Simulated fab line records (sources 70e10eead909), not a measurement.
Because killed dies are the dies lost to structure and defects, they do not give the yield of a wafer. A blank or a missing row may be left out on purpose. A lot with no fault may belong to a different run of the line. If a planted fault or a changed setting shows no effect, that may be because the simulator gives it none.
Chamber matching ; flow nand harc ; rie diel-11 running NHARC_P_GATE_DESCUM_48: 4 sister chambers
The step chemistry O2, time 3 s. 4 wafers are shown with their chamber, then 9 later ones without.

## WAFERS WITH THEIR CHAMBER
wafer;chamber;showerhead plenum p Torr (Torr)
L075.5;1;1.92
L084.5;2;1.85
L093.5;0;1.81
L093.6;3;1.81

## WAFERS WITHOUT THEIR CHAMBER
wafer;showerhead plenum p Torr (Torr)
L095.1;1.81
L095.3;1.81
L095.6;1.81
L096.1;1.81
L096.2;1.91
L096.3;1.81
L097.1;1.81
L097.2;1.85
L097.3;1.91

## CHAMBER TAKEN BY EACH
wafer;from the rows above;in truth
L095.1;can't be placed: 0 or 3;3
L095.3;can't be placed: 0 or 3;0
L095.6;can't be placed: 0 or 3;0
L096.1;can't be placed: 0 or 3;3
L096.2;1;1
L096.3;can't be placed: 0 or 3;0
L097.1;can't be placed: 0 or 3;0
L097.2;2;2
L097.3;1;1
Placed correctly: 3 of 9. Cannot be placed on the basis of these rows: 6; the candidates contain the true chamber in 6. Placed wrongly: 0.
How it was worked out, from the rows above alone: a wafer's distance from a chamber is the root of the sum, over the readings, of the square of ((its reading less the chamber's mean) divided by the reading's scatter). The wafer belongs to the nearest chamber; if the next one is less than 2 further off, it can't be placed. Each chamber's mean is taken over the wafers shown for it. The scatter (one wafer shown for each chamber): square how far every hidden wafer sits from the nearest shown wafer, average those squares and take the square root.
